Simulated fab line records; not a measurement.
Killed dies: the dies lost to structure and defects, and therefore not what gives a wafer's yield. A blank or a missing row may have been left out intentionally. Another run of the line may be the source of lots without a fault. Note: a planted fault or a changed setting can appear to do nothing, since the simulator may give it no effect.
fab line records	flow nand_harc
record: lots: 24	wafers: 72	last_day: 25
route steps=1159 shown A_SGD_CUT@747 A_SLIT@791 A_WL_FILL@824
lots that met no fault: taken from a fault-free run of the same line
start_h: hours from the record's opening day to when the first of the lot's shown wafers began	wait_h: hours since the lot's step before	" the same as in the row above	L1.1+2: a row that stands for several wafers	- either no value or no given start	* or withheld: withheld	< > ~ a bound
route shown NAME@n: names a module that has steps shown in the file, with the first one's number in the route	usual: mean and standard deviation over wafers with no fault	same: alike in all rows	chamber/n: place in a boat	sites: per-site readings	_std_site: standard deviation of those values	_edge_site: outer sites' mean less inner sites'	radius_mm: how far each site lies from the wafer's centre	mask NAME#n: copy n	behind: the most recent tool/chamber to have shaped the wafer	hold: why the lot was held/for how many hours/how that ended	device: whichever transistor did not switch (one of n, p or np)	end of line: at the end of the route, the tests of the same wafers	a step given without rows: its recipe and nothing more	killed: count of dies lost to structure and defects at first sort (not the wafer's yield)	map: shows each die of a wafer: x if killed, . if not, _ if none is there
set.NAME: the setting that was run; set.NAME@STEP: the one run at that earlier step	model.NAME: the simulator's own value behind a step, which no gauge read
a sample of lots followed through the steps of the route, with each step as a table and each wafer as a row
services: from which hour (start_h, from the record's first day; less than 0 if before it) a tool's chamber was out of use, for how many hours, and why
== steps ==
step: NHARC_A_SGD_CUT_DEP_00
recipe: target_thk_a: 500	temp_c: 400	target_thk_nm: 50	flow_sccm: 200	rf_w: 450	material: SiNx
usual: heater_power_w: 668/84	susceptor_temp_C: 400.00/0.23
lot.wafer	tool	chamber	start_h	wait_h	heater_power_w	susceptor_temp_C
L074.3	pecvd-02	2	297.78	0.1	553	399.99
L074.1	"	0	"	"	591	400.21
L074.4	"	0	"	"	584	400.32
L075.1	pecvd-02	0	314.93	0.1	562	400.34
L075.5	"	0	"	"	583	399.93
L075.4	"	1	"	"	716	400.23
L076.3	pecvd-01	0	315.09	0.1	767	400.03
L076.2	"	1	"	"	669	400.06
L076.5	"	1	"	"	667	400.37
L077.2	pecvd-04	1	323.98	0.1	764	399.54
L077.1	"	2	"	"	696	400.33
L077.3	"	0	"	"	787	399.76
L078.1	pecvd-01	2	324.42	0.1	561	400.23
L078.6	"	1	"	"	692	400.47
L078.5	"	0	"	"	736	399.97
L079.2	pecvd-01	0	339.28	0.1	716	400.11
L079.1	"	1	"	"	639	399.81
L079.3	"	2	"	"	550	400.10
L081.2	pecvd-02	0	351.82	0.1	677	399.85
L081.5	"	0	"	"	661	399.58
L081.6	"	2	"	"	608	400.21
L082.1	pecvd-01	1	352.03	0.1	605	399.75
L082.4	"	0	"	"	783	400.16
L082.6	"	1	"	"	593	399.51
L080.3	pecvd-02	1	357.74	0.1	769	399.88
L080.6	"	0	"	"	611	400.28
L080.4	"	2	"	"	643	399.92
L083.1	pecvd-04	1	361.88	0.1	790	400.25
L083.3	"	2	"	"	620	399.96
L083.6	"	1	"	"	779	400.14
L084.2	pecvd-02	0	362.03	0.1	560	399.80
L084.3	"	1	"	"	754	399.75
L084.4	"	2	"	"	550	400.06
L088.2	pecvd-02	0	378.99	0.1	598	400.12
L088.4	"	1	"	"	761	399.87
L088.5	"	2	"	"	600	399.82
L087.2	pecvd-02	2	380.15	0.1	569	400.11
L087.4	"	0	"	"	632	399.86
L087.5	"	1	"	"	748	399.50
L086.3	pecvd-01	1	385.26	0.1	657	399.71
L086.4	"	0	"	"	801	400.37
L086.5	"	2	"	"	595	399.90
L085.3	pecvd-04	0	391.51	0.1	772	400.22
L085.5	"	2	"	"	655	400.03
L085.6	"	0	"	"	795	399.79
L091.2	pecvd-02	0	400.63	0.1	622	399.95
L091.5	"	0	"	"	629	399.83
L091.6	"	2	"	"	618	399.97
L090.3	pecvd-04	1	400.72	0.1	862	400.06
L090.5	"	1	"	"	870	399.95
L090.4	"	2	"	"	640	399.94
L089.1	pecvd-02	1	400.87	0.1	765	400.14
L089.5	"	2	"	"	657	400.44
L089.6	"	0	"	"	681	399.81
L092.1	pecvd-02	2	404.81	0.1	581	400.08
L092.5	"	2	"	"	582	400.12
L092.6	"	0	"	"	614	400.24
L093.3	pecvd-02	1	418.79	0.3	646	399.81
L093.2	"	0	"	"	605	400.04
L093.6	"	0	"	"	636	400.16
L094.1	pecvd-02	1	419.67	0.1	756	399.53
L094.6	"	0	"	"	586	399.81
L094.4	"	1	"	"	761	399.81
L096.2	pecvd-04	1	428.65	0.1	843	399.79
L096.1	"	0	"	"	706	399.60
L096.4	"	2	"	"	661	400.11
L095.3	pecvd-02	2	429.86	0.1	617	400.00
L095.6	"	0	"	"	548	400.49
L095.5	"	1	"	"	650	400.28
L097.3	pecvd-02	1	451.52	0.1	724	399.72
L097.2	"	0	"	"	610	399.72
L097.4	"	1	"	"	722	399.71
step: NHARC_A_SGD_CUT_ETCH_59
recipe: target_depth_a: 2600	over_etch_frac: 0.25	time_s: 406.25	ion_energy_ev: 200	n2_flow_sccm: 150	h2_flow_sccm: 150	ar_flow_sccm: 0	rf_w: 400	bias_w: 150	chemistry: N2/H2
usual: drypump_motor_current_A: 5.6/0.34	oes_product_au: 1.004/0.011	rf_vpp_V: 431.8/2.9	showerhead_plenum_p_Torr: 2.09/0.11	throttle_valve_pct: 14.171/0.009
lot.wafer	tool	chamber	start_h	wait_h	drypump_motor_current_A	oes_product_au	rf_hours_counter_h	rf_vpp_V	showerhead_plenum_p_Torr	throttle_valve_pct
L074.1	rie_diel-11	2	-	-	5.8	1.004	11	434.5	2.19	14.174
L074.3	"	3	"	"	6.4	1.020	10	435.0	2.18	14.161
L074.4	"	0	"	"	5.4	1.006	9	431.0	2.12	14.175
L075.1	rie_diel-05	1	-	-	5.7	1.017	10	431.2	2.08	14.177
L075.5	"	0	"	"	6.1	0.995	-	432.0	2.08	14.180
L075.4	"	1	"	"	5.8	1.006	-	432.0	2.08	14.177
L076.2	rie_diel-11	0	-	-	5.4	0.999	11	432.1	2.12	14.168
L076.3	"	1	"	"	5.7	0.988	12	429.7	1.94	14.167
L076.5	"	1	"	"	5.7	0.979	-	429.5	1.94	14.174
L077.3	rie_diel-05	0	-	-	6.0	0.989	11	430.5	2.08	14.170
L077.1	"	1	"	"	5.7	0.995	11	431.7	2.08	14.176
L077.2	"	2	"	"	5.5	0.996	9	434.9	2.20	14.170
L078.1	rie_diel-08	3	-	-	5.6	1.011	1	430.4	2.04	14.178
L078.5	"	1	"	"	5.1	1.002	-	433.6	2.20	14.185
L078.6	"	2	"	"	5.4	1.015	-	429.1	1.98	14.169
L079.2	rie_diel-11	1	-	-	5.7	0.991	14	427.2	1.94	14.168
L079.3	"	2	"	"	5.8	1.007	14	435.2	2.19	14.166
L079.1	"	3	"	"	6.4	1.026	14	433.6	2.18	14.151
L081.2	rie_diel-08	2	-	-	5.4	1.025	4	430.5	1.97	14.172
L081.5	"	2	"	"	5.4	1.022	-	428.3	1.97	14.179
L081.6	"	3	"	"	5.6	1.006	-	429.0	2.04	14.166
L082.1	rie_diel-05	3	-	-	5.3	1.008	1	427.2	1.90	14.179
L082.4	"	1	"	"	5.7	1.007	-	431.8	2.08	14.159
L082.6	"	3	"	"	5.3	0.995	-	426.1	1.90	14.155
L080.4	rie_diel-08	0	-	-	5.5	0.998	4	434.4	2.20	14.173
L080.3	"	1	"	"	5.1	1.007	4	435.0	2.20	14.175
L080.6	"	0	"	"	5.5	0.994	-	435.2	2.20	14.167
L083.1	rie_diel-08	1	-	-	5.1	0.989	4	434.7	2.20	14.158
L083.3	"	0	"	"	5.5	0.985	5	436.1	2.20	14.160
L083.6	"	1	"	"	5.1	0.989	-	435.0	2.20	14.168
L084.3	rie_diel-11	3	-	-	6.4	1.020	17	434.1	2.18	14.167
L084.4	"	1	"	"	5.7	1.000	17	428.1	1.94	14.148
L084.2	"	2	"	"	5.8	1.003	17	434.5	2.19	14.174
L088.4	rie_diel-08	2	-	-	5.4	1.021	6	429.0	1.97	14.185
L088.2	"	3	"	"	5.6	1.025	8	431.7	2.04	14.159
L088.5	"	1	"	"	5.1	0.999	-	434.4	2.20	14.179
L087.4	rie_diel-11	3	-	-	6.4	1.026	0	434.6	2.18	14.165
L087.2	"	0	"	"	5.4	1.013	0	431.8	2.12	14.152
L087.5	"	2	"	"	5.8	1.009	-	435.3	2.19	14.166
L086.3	rie_diel-05	1	-	-	5.7	1.007	3	431.1	2.08	14.184
L086.4	"	2	"	"	5.5	1.012	2	432.8	2.20	14.165
L086.5	"	3	"	"	5.3	0.998	-	425.3	1.90	14.168
L085.3	rie_diel-05	1	-	-	5.7	1.015	3	430.7	2.08	14.171
L085.5	"	2	"	"	5.5	1.016	-	435.6	2.20	14.169
L085.6	"	3	"	"	5.3	0.990	-	427.3	1.90	14.164
L091.2	rie_diel-05	3	-	-	5.3	0.995	5	427.5	1.90	14.157
L091.6	"	2	"	"	5.5	1.003	-	435.3	2.20	14.159
L091.5	"	3	"	"	5.3	0.986	-	426.8	1.90	14.176
L090.3	rie_diel-08	2	-	-	5.4	1.007	9	428.1	1.97	14.179
L090.4	"	3	"	"	5.6	1.000	10	430.5	2.04	14.166
L090.5	"	1	"	"	5.1	0.992	-	435.2	2.20	14.153
L089.1	rie_diel-08	1	-	-	5.1	0.997	10	434.6	2.20	14.169
L089.6	"	1	"	"	5.1	0.998	-	433.0	2.20	14.184
L089.5	"	2	"	"	5.4	1.007	-	430.1	1.97	14.175
L092.1	rie_diel-08	2	-	-	5.4	1.014	10	427.9	1.97	14.173
L092.5	"	0	"	"	5.4	0.992	-	434.9	2.20	14.161
L092.6	"	1	"	"	5.1	0.990	-	433.5	2.20	14.179
L093.3	rie_diel-11	1	-	-	5.7	1.022	4	428.0	1.93	14.171
L093.2	"	3	"	"	6.4	1.016	4	434.6	2.18	14.158
L093.6	"	0	"	"	5.4	1.009	-	432.8	2.12	14.173
L094.1	rie_diel-08	3	-	-	5.6	1.000	12	429.5	2.04	14.184
L094.4	"	1	"	"	5.1	0.996	12	434.2	2.20	14.165
L094.6	"	0	"	"	5.5	0.994	-	435.0	2.20	14.168
L096.4	rie_diel-11	2	-	-	5.8	1.003	6	434.6	2.19	14.173
L096.2	"	3	"	"	6.4	1.005	5	433.6	2.18	14.167
L096.1	"	1	"	"	5.7	1.006	5	427.5	1.93	14.166
L095.3	rie_diel-05	0	-	-	6.1	1.003	7	431.0	2.08	14.180
L095.5	"	2	"	"	5.5	1.004	-	434.8	2.20	14.165
L095.6	"	3	"	"	5.3	0.989	-	426.2	1.90	14.170
L097.3	rie_diel-05	1	-	-	5.7	1.007	7	431.7	2.08	14.180
L097.2	"	2	"	"	5.5	1.018	7	435.3	2.19	14.173
L097.4	"	3	"	"	5.3	0.993	8	426.0	1.90	14.163
step: NHARC_A_SGD_CUT_STRIP_28
recipe: time_s: 20	o2_flow_sccm: 500	ar_flow_sccm: 0	bias_w: 0	chemistry: O2
usual: drypump_motor_current_A: 5.7/0.33	oes_product_au: 1.003/0.011	rf_vpp_V: 58.0/0.89	showerhead_plenum_p_Torr: 3.59/0.17	throttle_valve_pct: 17.036/0.0088
lot.wafer	tool	chamber	start_h	wait_h	drypump_motor_current_A	oes_product_au	rf_hours_counter_h	rf_vpp_V	showerhead_plenum_p_Torr	throttle_valve_pct
L074.3	rie_diel-05	0	-	-	6.1	1.005	9	56.2	3.59	17.043
L074.1	"	2	"	"	5.5	1.002	9	58.9	3.78	17.027
L074.4	"	3	"	"	5.3	1.001	8	57.3	3.31	17.045
L075.1	rie_diel-08	1	-	-	5.1	1.003	1	57.8	3.78	17.028
L075.4	"	2	"	"	5.4	1.012	1	58.6	3.43	17.043
L075.5	"	0	"	"	5.5	1.007	-	58.3	3.78	17.028
L076.3	rie_diel-05	0	322.12	0.2	6.0	0.999	10	59.9	3.59	17.023
L076.2	"	1	"	"	5.7	1.010	11	58.5	3.59	17.035
L076.5	"	1	"	"	5.7	1.010	-	56.0	3.59	17.034
L078.1	rie_diel-11	1	-	-	5.7	0.984	14	57.2	3.37	17.041
L078.5	"	1	"	"	5.7	0.986	-	57.1	3.37	17.032
L078.6	"	2	"	"	5.8	0.989	-	58.2	3.77	17.021
L077.1	rie_diel-05	0	-	-	6.0	1.003	11	58.9	3.59	17.025
L077.2	"	1	"	"	5.7	1.003	12	58.2	3.59	17.040
L077.3	"	3	"	"	5.3	0.999	11	58.1	3.31	17.037
L079.1	rie_diel-11	1	-	-	5.7	0.990	16	57.4	3.37	17.033
L079.2	"	2	"	"	5.8	0.995	16	57.1	3.77	17.032
L079.3	"	0	"	"	5.4	1.010	13	57.8	3.65	17.035
L081.2	rie_diel-11	1	-	-	5.7	0.988	17	58.5	3.37	17.040
L081.6	"	1	"	"	5.7	0.988	-	57.9	3.37	17.039
L081.5	"	2	"	"	5.8	0.993	-	58.0	3.77	17.032
L082.1	rie_diel-05	0	-	-	6.1	1.013	2	59.0	3.59	17.041
L082.4	"	1	"	"	5.7	1.000	2	58.6	3.59	17.049
L082.6	"	3	"	"	5.3	0.997	-	56.9	3.31	17.047
L080.4	rie_diel-05	0	-	-	6.1	1.012	2	58.5	3.59	17.042
L080.3	"	1	"	"	5.8	1.001	2	58.4	3.59	17.034
L080.6	"	1	"	"	5.7	0.997	-	57.7	3.59	17.038
L084.3	rie_diel-05	2	-	-	5.5	1.009	1	59.1	3.77	17.042
L084.4	"	3	"	"	5.3	0.988	3	56.3	3.31	17.043
L084.2	"	0	"	"	6.0	0.999	2	59.1	3.59	17.038
L083.3	rie_diel-05	3	-	-	5.3	0.988	3	58.0	3.31	17.034
L083.1	"	2	"	"	5.4	1.013	1	58.6	3.77	17.023
L083.6	"	3	"	"	5.3	0.987	-	57.2	3.31	17.040
L087.4	rie_diel-08	3	-	-	5.6	1.016	8	57.7	3.52	17.037
L087.2	"	0	"	"	5.5	0.996	8	58.1	3.77	17.062
L087.5	"	2	"	"	5.4	1.023	-	54.9	3.42	17.046
L088.4	rie_diel-11	2	-	-	5.8	1.018	1	57.0	3.77	17.028
L088.2	"	0	"	"	5.4	1.005	0	57.3	3.65	17.040
L088.5	"	1	"	"	5.7	1.005	-	57.4	3.36	17.022
L086.4	rie_diel-11	3	-	-	6.4	1.007	1	57.9	3.75	17.051
L086.3	"	2	"	"	5.8	1.011	1	57.9	3.77	17.043
L086.5	"	0	"	"	5.4	1.008	-	56.9	3.65	17.030
L085.3	rie_diel-11	1	-	-	5.7	1.017	1	56.9	3.36	17.036
L085.5	"	0	"	"	5.4	1.009	-	57.7	3.65	17.036
L085.6	"	1	"	"	5.7	1.005	-	58.1	3.36	17.026
L089.1	rie_diel-05	3	-	-	5.3	0.974	6	56.8	3.31	17.043
L089.6	"	3	"	"	5.3	0.985	-	57.8	3.31	17.039
L089.5	"	0	"	"	6.1	1.001	-	56.2	3.59	17.018
L091.2	rie_diel-11	0	-	-	5.4	1.010	3	57.9	3.65	17.033
L091.6	"	0	"	"	5.4	1.010	-	59.3	3.65	17.048
L091.5	"	1	"	"	5.7	1.018	-	56.8	3.36	17.032
L090.4	rie_diel-08	0	-	-	5.5	1.002	11	58.4	3.77	17.053
L090.3	"	1	"	"	5.1	1.003	12	59.9	3.77	17.040
L090.5	"	3	"	"	5.6	1.005	-	58.1	3.52	17.019
L092.1	rie_diel-11	3	-	-	6.4	1.024	3	59.1	3.75	17.048
L092.6	"	3	"	"	6.4	1.023	-	57.7	3.75	17.043
L092.5	"	0	"	"	5.4	1.009	-	58.2	3.65	17.022
L094.4	rie_diel-11	2	-	-	5.8	1.021	5	58.1	3.76	17.028
L094.1	"	0	"	"	5.4	0.995	5	59.5	3.65	17.036
L094.6	"	3	"	"	6.4	1.016	-	59.0	3.75	17.039
L093.2	rie_diel-05	1	-	-	5.7	1.007	6	58.5	3.59	17.049
L093.3	"	2	"	"	5.5	1.011	5	57.8	3.77	17.047
L093.6	"	0	"	"	6.1	0.986	-	58.5	3.59	17.036
L096.1	rie_diel-08	1	-	-	5.1	0.991	14	58.7	3.77	17.042
L096.4	"	2	"	"	5.3	1.012	13	57.3	3.42	17.023
L096.2	"	3	"	"	5.6	1.000	14	57.9	3.52	17.041
L095.3	rie_diel-05	3	-	-	5.3	0.994	7	57.9	3.31	17.035
L095.5	"	1	"	"	5.7	0.999	-	59.0	3.59	17.029
L095.6	"	2	"	"	5.4	1.002	-	58.7	3.77	17.036
L097.2	rie_diel-05	3	-	-	5.3	0.987	9	57.6	3.31	17.030
L097.3	"	0	"	"	6.1	1.000	8	57.9	3.58	17.017
L097.4	"	1	"	"	5.7	1.013	8	57.9	3.59	17.038
step: NHARC_A_SLIT_OVL_MEAS_10
usual: overlay_x_nm: 0.0/0.71	overlay_y_nm: -0.2/0.79
lot.wafer	tool	chamber	start_h	wait_h	overlay_x_nm	overlay_y_nm
L074.1	overlay-02	-	309.42	-	-0.5	0.0
L074.3	"	-	"	"	0.0	-0.5
L074.4	"	-	"	"	-0.2	0.0
L075.1	overlay-01	-	325.39	-	-0.1	-1.2
L075.4	"	-	"	"	0.1	-1.1
L075.5	"	-	"	"	-0.2	-0.8
L076.2	overlay-02	-	325.54	-	0.5	-0.5
L076.3	"	-	"	"	0.6	-1.0
L076.5	"	-	"	"	0.5	-0.8
L078.1	overlay-01	-	334.74	-	1.1	0.4
L078.5	"	-	"	"	0.5	0.3
L078.6	"	-	"	"	0.6	0.2
L077.1	overlay-01	-	334.90	-	1.4	1.8
L077.2	"	-	"	"	1.1	1.4
L077.3	"	-	"	"	1.3	1.3
L079.1	overlay-02	-	350.37	-	0.0	1.0
L079.2	"	-	"	"	-0.4	0.9
L079.3	"	-	"	"	-0.2	0.8
L081.2	overlay-02	-	365.07	-	-0.2	1.1
L081.5	"	-	"	"	-0.3	1.0
L081.6	"	-	"	"	0.0	0.8
L082.1	overlay-02	-	365.34	-	-0.5	-1.4
L082.4	"	-	"	"	-0.2	-1.4
L082.6	"	-	"	"	-1.0	-0.3
L080.3	overlay-01	-	369.11	-	-0.3	-1.0
L080.4	"	-	"	"	0.0	-1.0
L080.6	"	-	"	"	0.6	-1.0
L084.2	overlay-02	-	373.70	-	0.1	0.3
L084.3	"	-	"	"	0.1	0.2
L084.4	"	-	"	"	-0.1	-0.1
L083.1	overlay-02	-	373.85	-	-0.3	-0.5
L083.3	"	-	"	"	0.3	0.1
L083.6	"	-	"	"	-0.7	-0.3
L087.2	overlay-02	-	389.86	-	1.5	-0.4
L087.4	"	-	"	"	1.1	0.0
L087.5	"	-	"	"	1.5	-0.7
L088.2	overlay-01	-	390.95	-	-0.3	-0.5
L088.4	"	-	"	"	-0.3	-1.0
L088.5	"	-	"	"	0.2	-0.9
L086.3	overlay-02	-	395.79	-	-0.9	0.0
L086.4	"	-	"	"	-1.1	0.0
L086.5	"	-	"	"	-1.2	-0.4
L085.3	overlay-01	-	402.06	-	0.1	0.3
L085.5	"	-	"	"	-0.1	0.2
L085.6	"	-	"	"	0.3	-0.3
L089.1	overlay-01	-	411.08	-	0.4	-0.8
L089.5	"	-	"	"	0.4	-0.3
L089.6	"	-	"	"	0.1	-1.0
L091.2	overlay-02	-	412.22	-	-1.4	-0.7
L091.5	"	-	"	"	-1.5	-0.4
L091.6	"	-	"	"	-0.7	-0.5
L090.3	overlay-02	-	412.91	-	-0.3	-0.3
L090.4	"	-	"	"	-0.2	-0.2
L090.5	"	-	"	"	-0.3	0.0
L092.1	overlay-02	-	419.01	-	0.4	1.0
L092.5	"	-	"	"	-0.6	1.3
L092.6	"	-	"	"	0.0	1.4
L094.1	overlay-01	-	432.73	-	1.0	-1.6
L094.4	"	-	"	"	1.1	-1.4
L094.6	"	-	"	"	0.8	-1.7
L093.2	overlay-01	-	433.04	-	-0.9	0.2
L093.3	"	-	"	"	-0.9	-0.1
L093.6	"	-	"	"	-1.0	0.3
L096.1	overlay-01	-	439.70	-	0.9	-0.4
L096.2	"	-	"	"	0.8	-0.1
L096.4	"	-	"	"	1.1	-0.6
L095.3	overlay-02	-	440.50	-	0.7	-0.7
L095.5	"	-	"	"	0.4	-0.8
L095.6	"	-	"	"	0.4	0.1
L097.2	overlay-02	-	465.19	-	-0.9	0.3
L097.3	"	-	"	"	-0.8	0.0
L097.4	"	-	"	"	-1.1	0.0
step: NHARC_A_WL_FILL_STRIP_29
recipe: time_s: 20	o2_flow_sccm: 500	ar_flow_sccm: 0	bias_w: 0	chemistry: O2
usual: drypump_motor_current_A: 5.8/0.42	oes_product_au: 1.002/0.01	rf_vpp_V: 57.9/0.95	showerhead_plenum_p_Torr: 3.58/0.17	throttle_valve_pct: 17.036/0.0089
lot.wafer	tool	chamber	start_h	wait_h	drypump_motor_current_A	oes_product_au	rf_hours_counter_h	rf_vpp_V	showerhead_plenum_p_Torr	throttle_valve_pct
L074.3	rie_diel-12	1	339.77	0.1	5.3	1.006	8.8	57.9	3.31	17.036
L074.1	"	2	"	"	5.7	1.008	8.8	57.1	3.71	17.038
L074.4	"	0	"	"	5.5	0.983	8.4	57.8	3.71	17.038
L075.4	rie_diel-12	2	359.46	0.1	5.8	1.006	10.2	58.3	3.71	17.034
L075.1	"	0	"	"	5.5	0.995	9.8	57.6	3.71	17.046
L075.5	"	2	"	"	5.8	1.014	-	57.3	3.71	17.018
L076.3	rie_diel-06	0	359.50	0.1	6.7	1.009	2.5	57.5	3.35	17.027
L076.2	"	2	"	"	6.2	0.985	2.5	58.7	3.72	17.035
L076.5	"	1	"	"	5.4	1.012	-	58.6	3.74	17.039
L077.2	rie_diel-12	0	376.88	0.1	5.5	0.996	10.1	57.9	3.71	17.032
L077.3	"	1	"	"	5.3	1.026	10.4	57.3	3.31	17.049
L077.1	"	2	"	"	5.8	1.010	10.6	58.8	3.71	17.028
L079.2	rie_diel-07	0	380.01	0.1	5.2	1.001	4.1	58.0	3.69	17.032
L079.3	"	1	"	"	6.0	1.015	4.9	57.6	3.58	17.030
L079.1	"	3	"	"	6.1	0.999	4.8	58.6	3.45	17.031
L078.1	rie_diel-07	0	380.06	0.1	5.2	1.010	4.1	58.6	3.69	17.030
L078.5	"	1	"	"	6.0	1.014	-	57.9	3.58	17.037
L078.6	"	2	"	"	5.4	1.013	-	58.1	3.36	17.038
L081.2	rie_diel-12	1	396.70	0.1	5.3	0.997	0.7	56.8	3.31	17.037
L081.6	"	2	"	"	5.8	1.003	-	58.6	3.71	17.039
L081.5	"	3	"	"	6.2	1.003	-	59.7	3.73	17.048
L082.4	rie_diel-06	1	399.06	0.1	5.4	1.012	3.5	60.2	3.74	17.039
L082.1	"	2	"	"	6.1	0.984	3.4	58.7	3.72	17.017
L082.6	"	0	"	"	6.7	1.013	-	56.7	3.35	17.028
L080.4	rie_diel-06	2	402.18	0.1	6.1	0.991	3.4	57.8	3.72	17.051
L080.3	"	0	"	"	6.6	0.999	3.4	57.7	3.35	17.024
L080.6	"	2	"	"	6.2	0.981	-	58.1	3.72	17.025
L083.3	rie_diel-06	1	410.58	0.1	5.4	1.014	3.6	59.3	3.74	17.030
L083.1	"	3	"	"	6.2	0.982	3.6	58.2	3.77	17.034
L083.6	"	0	"	"	6.7	1.002	-	54.7	3.35	17.035
L084.4	rie_diel-12	0	413.03	0.1	5.5	0.971	1.6	58.4	3.71	17.030
L084.2	"	1	"	"	5.3	0.999	1.7	56.1	3.31	17.031
L084.3	"	3	"	"	6.2	1.005	1.6	58.8	3.73	17.034
L088.2	rie_diel-07	1	418.44	0.1	6.0	1.006	0.0	56.8	3.58	17.037
L088.4	"	3	"	"	6.1	0.999	0.0	58.4	3.45	17.037
L088.5	"	0	"	"	5.2	0.994	-	58.2	3.69	17.047
L087.2	rie_diel-12	3	418.45	0.1	6.1	1.001	1.9	57.9	3.73	17.031
L087.4	"	1	"	"	5.3	0.999	2.0	56.7	3.31	17.032
L087.5	"	2	"	"	5.8	0.997	-	57.4	3.71	17.033
L086.3	rie_diel-12	0	427.84	0.1	5.5	0.991	2.6	59.8	3.71	17.030
L086.4	"	2	"	"	5.8	1.007	-	57.0	3.71	17.033
L086.5	"	1	"	"	5.3	1.006	-	57.7	3.31	17.028
L085.3	rie_diel-07	1	430.53	0.1	6.0	1.006	0.8	57.9	3.58	17.034
L085.6	"	2	"	"	5.4	1.003	-	56.4	3.36	17.058
L085.5	"	3	"	"	6.1	1.000	-	56.5	3.45	17.028
L089.1	rie_diel-07	0	437.56	0.1	5.2	0.998	1.1	58.1	3.69	17.028
L089.6	"	1	"	"	5.9	0.996	-	57.9	3.58	17.031
L089.5	"	2	"	"	5.4	1.011	-	58.3	3.36	17.045
L090.4	rie_diel-07	2	440.41	0.1	5.4	1.011	0.9	56.7	3.36	17.036
L090.3	"	0	"	"	5.2	0.994	1.1	57.5	3.69	17.038
L090.5	"	1	"	"	5.9	1.008	-	55.5	3.58	17.033
L091.2	rie_diel-12	3	440.42	0.1	6.1	1.001	4.2	59.2	3.73	17.050
L091.6	"	3	"	"	6.2	1.007	-	59.5	3.73	17.037
L091.5	"	0	"	"	5.5	0.990	-	56.9	3.71	17.047
L092.1	rie_diel-07	3	450.13	0.1	6.1	1.007	1.2	57.3	3.45	17.044
L092.5	"	3	"	"	6.1	1.008	-	58.5	3.45	17.038
L092.6	"	0	"	"	5.3	1.003	-	57.1	3.69	17.043
L093.3	rie_diel-07	2	465.42	0.1	5.4	0.997	1.8	59.0	3.36	17.029
L093.2	"	3	"	"	6.1	0.996	1.8	58.1	3.45	17.023
L093.6	"	3	"	"	6.1	0.998	-	57.5	3.45	17.047
L094.1	rie_diel-06	2	465.48	0.1	6.2	0.993	1.3	58.0	3.72	17.033
L094.4	"	3	"	"	6.2	0.988	1.3	57.0	3.77	17.023
L094.6	"	2	"	"	6.1	0.978	-	58.4	3.72	17.033
L096.1	rie_diel-06	1	469.46	0.1	5.4	0.995	1.2	60.0	3.74	17.025
L096.4	"	2	"	"	6.2	0.985	1.4	58.0	3.72	17.030
L096.2	"	3	"	"	6.2	0.981	1.4	58.9	3.77	17.029
L095.3	rie_diel-12	3	469.97	0.1	6.2	0.994	5.1	59.6	3.73	17.045
L095.6	"	0	"	"	5.5	0.988	-	59.1	3.70	17.033
L095.5	"	1	"	"	5.3	1.008	-	57.7	3.31	17.027
L097.3	rie_diel-07	1	500.79	0.1	6.0	1.004	3.1	58.1	3.58	17.041
L097.4	"	2	"	"	5.4	1.023	3.0	57.9	3.36	17.037
L097.2	"	3	"	"	6.1	0.997	2.9	57.2	3.45	17.054
step: NHARC_A_WL_FILL_INSPECT_15
usual: raw_defect_count: 359/89
lot.wafer	tool	chamber	start_h	wait_h	raw_defect_count
L074.1	defect_inspect-01	-	361.66	0.0	431
L074.3	"	-	"	"	412
L074.4	"	-	"	"	343
L076.2	defect_inspect-01	-	372.35	0.0	406
L076.3	"	-	"	"	411
L076.5	"	-	"	"	365
L075.1	defect_inspect-02	-	373.21	0.0	304
L075.4	"	-	"	"	346
L075.5	"	-	"	"	287
L077.1	defect_inspect-01	-	393.87	0.0	316
L077.2	"	-	"	"	346
L077.3	"	-	"	"	270
L079.1	defect_inspect-02	-	396.50	0.0	384
L079.2	"	-	"	"	313
L079.3	"	-	"	"	263
L078.1	defect_inspect-01	-	398.20	0.0	378
L078.5	"	-	"	"	499
L078.6	"	-	"	"	607
L082.1	defect_inspect-02	-	410.50	0.1	402
L082.4	"	-	"	"	363
L082.6	"	-	"	"	427
L081.2	defect_inspect-02	-	410.90	0.0	336
L081.5	"	-	"	"	427
L081.6	"	-	"	"	533
L080.3	defect_inspect-02	-	416.20	0.0	310
L080.4	"	-	"	"	247
L080.6	"	-	"	"	349
L083.1	defect_inspect-02	-	421.83	0.0	438
L083.3	"	-	"	"	436
L083.6	"	-	"	"	382
L084.2	defect_inspect-01	-	424.89	0.0	397
L084.3	"	-	"	"	417
L084.4	"	-	"	"	327
L087.2	defect_inspect-02	-	432.71	0.0	289
L087.4	"	-	"	"	346
L087.5	"	-	"	"	331
L088.2	defect_inspect-02	-	434.46	0.0	493
L088.4	"	-	"	"	346
L088.5	"	-	"	"	272
L086.3	defect_inspect-01	-	439.42	0.0	469
L086.4	"	-	"	"	257
L086.5	"	-	"	"	287
L085.3	defect_inspect-02	-	442.16	0.0	263
L085.5	"	-	"	"	236
L085.6	"	-	"	"	320
L089.1	defect_inspect-01	-	449.04	0.0	332
L089.5	"	-	"	"	390
L089.6	"	-	"	"	226
L091.2	defect_inspect-02	-	452.05	0.0	211
L091.5	"	-	"	"	274
L091.6	"	-	"	"	233
L090.3	defect_inspect-01	-	453.42	0.0	380
L090.4	"	-	"	"	285
L090.5	"	-	"	"	310
L092.1	defect_inspect-01	-	463.76	0.0	225
L092.5	"	-	"	"	351
L092.6	"	-	"	"	273
L093.2	defect_inspect-02	-	476.78	0.0	314
L093.3	"	-	"	"	291
L093.6	"	-	"	"	358
L094.1	defect_inspect-02	-	476.84	0.0	588
L094.4	"	-	"	"	302
L094.6	"	-	"	"	406
L095.3	defect_inspect-02	-	482.08	0.0	318
L095.5	"	-	"	"	492
L095.6	"	-	"	"	415
L096.1	defect_inspect-02	-	482.31	0.0	349
L096.2	"	-	"	"	378
L096.4	"	-	"	"	331
L097.2	defect_inspect-01	-	513.36	0.0	351
L097.3	"	-	"	"	370
L097.4	"	-	"	"	473
== services ==
tool	chamber	start_h	hours	kind
rie_diel-07	0	287.15	1.2	repair
rie_diel-07	0	290.11	12.6	repair
rie_diel-05	0	290.72	6.3	repair
rie_diel-08	-	301.97	9.0	pm
rie_diel-05	2	308.18	14.5	repair
pecvd-02	-	334.30	13.0	pm
rie_diel-11	0	337.08	7.0	repair
rie_diel-05	-	340.60	9.0	pm
rie_diel-06	-	353.87	4.3	repair
rie_diel-08	2	360.29	10.5	repair
rie_diel-11	1	364.91	8.4	repair
rie_diel-11	-	366.50	9.0	pm
rie_diel-12	-	379.40	9.0	pm
rie_diel-06	-	395.05	0.4	repair
rie_diel-07	-	405.20	9.0	pm
rie_diel-06	-	418.24	9.0	pm
rie_diel-12	3	427.24	3.9	repair
rie_diel-11	2	455.87	6.0	repair
rie_diel-11	2	465.20	21.8	repair
rie_diel-06	0	474.76	9.8	repair
pecvd-02	-	478.08	2.4	repair
rie_diel-08	-	478.97	9.0	pm
rie_diel-12	3	483.64	6.4	repair
rie_diel-07	0	483.94	3.2	repair
== key ==
fault none
